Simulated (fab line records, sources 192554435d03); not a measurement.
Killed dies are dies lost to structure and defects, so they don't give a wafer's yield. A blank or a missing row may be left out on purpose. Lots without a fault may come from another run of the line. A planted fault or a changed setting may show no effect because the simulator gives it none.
Split-lot experiment | flow n5_finfet | 7 lots, 21 wafers read, on a route of 1938 steps

THE SPLIT
At N5_BEOL_M1_ETCH_70 (etches SOC in N2/H2, target depth 80 nm, overetch 16 nm, time 120 s), the setting source_w was moved away from the recipe's 840 W on 7 of the 21 wafers read, by -15.5% to +14.0%. The other wafers ran this setting at the recipe's value.

The reading is taken at the split's own step.

THE READING
rf_vpp_V, in V, at N5_BEOL_M1_ETCH_70 (etches SOC in N2/H2, target depth 80 nm, overetch 16 nm, time 120 s). Fault-free wafers of this fab line usually give 525.0 V, standard deviation 2.7 V.

wafer  | tool, chamber at the split | source_w as run, W | against the recipe | rf_vpp_V, V | against lot-mates on the recipe
L078.2 | rie_diel-06, 1             | 710.1              | -15.5%             | 556.2       | +31.9
L078.3 | rie_diel-06, 3             | 840                | recipe             | 527.4       | -
L078.4 | rie_diel-06, 0             | 840                | recipe             | 521.3       | -
L079.3 | rie_diel-06, 2             | 840                | recipe             | 524.7       | -
L079.4 | rie_diel-06, 0             | 768.8              | -8.5%              | 538.4       | +12.9
L079.6 | rie_diel-06, 1             | 840                | recipe             | 526.3       | -
L085.2 | rie_diel-02, 2             | 768.3              | -8.5%              | 535.5       | +8.4
L085.3 | rie_diel-02, 0             | 768.3              | -8.5%              | 544.2       | +17.1
L085.6 | rie_diel-02, 1             | 840                | recipe             | 527.1       | -
L088.2 | rie_diel-03, 1             | 957.5              | +14.0%             | 502.7       | -19.3
L088.3 | rie_diel-03, 2             | 840                | recipe             | 522.0       | -
L088.5 | rie_diel-03, 0             | 840                | recipe             | 521.9       | -
L089.1 | rie_diel-03, 1             | 951                | +13.2%             | 504.0       | -18.8
L089.3 | rie_diel-03, 3             | 840                | recipe             | 522.8       | -
L089.5 | rie_diel-03, 3             | 951                | +13.2%             | 501.9       | -20.9
L090.3 | rie_diel-06, 2             | 840                | recipe             | 525.0       | -
L090.5 | rie_diel-06, 1             | 840                | recipe             | 525.8       | -
L090.6 | rie_diel-06, 2             | 840                | recipe             | 525.1       | -
L093.2 | rie_diel-06, 3             | 840                | recipe             | 527.6       | -
L093.3 | rie_diel-06, 3             | 840                | recipe             | 527.4       | -
L093.5 | rie_diel-06, 3             | 840                | recipe             | 528.7       | -

THE FIT
A straight line over all 21 wafers: rf_vpp_V changes by -1.74 V for each +1% of source_w; r = -0.98; the points scatter about the line by 2.7 V.
The same after taking each lot's own level away (the mean of its wafers on the recipe; 21 wafers): -1.61 V for each +1%; r = -0.98; scatter 2.5 V.
On that fit, the largest move of source_w shifts the reading by 25 V.
The lots' own levels span 521.95 to 527.90 V, that is 2.2 times the standard deviation above.
So the lot-to-lot level changes the slope little: the two slopes agree.
Check: with one of the wafers moved furthest among these (-15.5%) left out of the fit, the line predicts +22.8 V for it against its lot-mates. It came out at +31.9 V against them.
Tool readings at the split's step, against how far the setting was moved: rf_vpp_V r = -0.98.

OTHER SPLITS ON THESE WAFERS
These wafers also went through other splits before the reading. Each is held against what the fit with the lots' levels taken away leaves over:
other split on the same wafers              | wafers away from the commonest value | r with rf_vpp_V (lot level and that fit taken away)
N5_MOL_CONTACT_COAG_VIA_ETCH_117 bias_w     | 3                                    | +0.11
N5_BEOL_M0_SAQP_SPACER2_ALD_26 target_thk_a | 7                                    | -0.28
N5_BEOL_M1_ETCH_64 bias_w                   | 5                                    | +0.02

THE FILE'S OWN FIT
rf_vpp_V changes by -1.65 V for each +1% of source_w, r = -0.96.
